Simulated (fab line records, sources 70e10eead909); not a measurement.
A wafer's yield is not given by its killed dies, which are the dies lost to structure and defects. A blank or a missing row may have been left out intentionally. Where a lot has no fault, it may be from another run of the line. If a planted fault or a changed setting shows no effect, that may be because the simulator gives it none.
Chamber matching	flow nand harc	3 sister chambers for NHARC_A_STAIRCASE_DEP_325 on pecvd-01
The step deposits SiO2, target thk 7200 nm. 20 wafers are shown with their chamber, then 10 later ones without.

WAFERS WITH THEIR CHAMBER
wafer	chamber	heater power w (W)
L075.1	2	663
L075.3	1	598
L075.4	1	518
L075.2	0	728
L075.5	2	547
L075.6	0	561
L078.1	2	697
L078.4	2	553
L078.5	0	579
L077.2	0	665
L077.3	1	571
L077.6	0	582
L077.1	2	708
L077.4	1	522
L077.5	2	541
L083.3	2	619
L083.4	2	541
L083.6	0	590
L088.2	2	652
L088.3	1	686

SIGNATURES, as means of the wafers listed above
reading	chamber 0	chamber 1	chamber 2	scatter within a chamber
heater power w	617.50	579.00	613.44	67.9
Rule: a wafer lies at a distance from a chamber equal to the root of the sum of squares, over the readings, of (its reading less the chamber's mean, divided by the reading's scatter). The wafer belongs to the nearest chamber; if the next one is less than 2 further off, it can't be placed. The scatter: the root of (the sum of the squares of (reading less its chamber's mean) over the shown wafers, divided by (wafers less chambers)).

WAFERS WITHOUT THEIR CHAMBER
wafer	heater power w (W)
L088.5	548
L089.2	654
L089.3	676
L089.4	541
L091.2	619
L091.4	551
L091.5	527
L092.1	724
L092.3	679
L092.6	595

CHAMBER TAKEN BY EACH
wafer	from the rows above	in truth
L088.5	can't be placed: 1 or 2 or 0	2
L089.2	can't be placed: 0 or 2 or 1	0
L089.3	can't be placed: 0 or 2 or 1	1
L089.4	can't be placed: 1 or 2 or 0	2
L091.2	can't be placed: 0 or 2 or 1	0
L091.4	can't be placed: 1 or 2 or 0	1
L091.5	can't be placed: 1 or 2 or 0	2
L092.1	can't be placed: 0 or 2 or 1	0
L092.3	can't be placed: 0 or 2 or 1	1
L092.6	can't be placed: 1 or 2 or 0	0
0 of 10 placed correctly. These rows do not allow placing 10 (true chamber among the candidates in 10). Wrongly placed: 0.
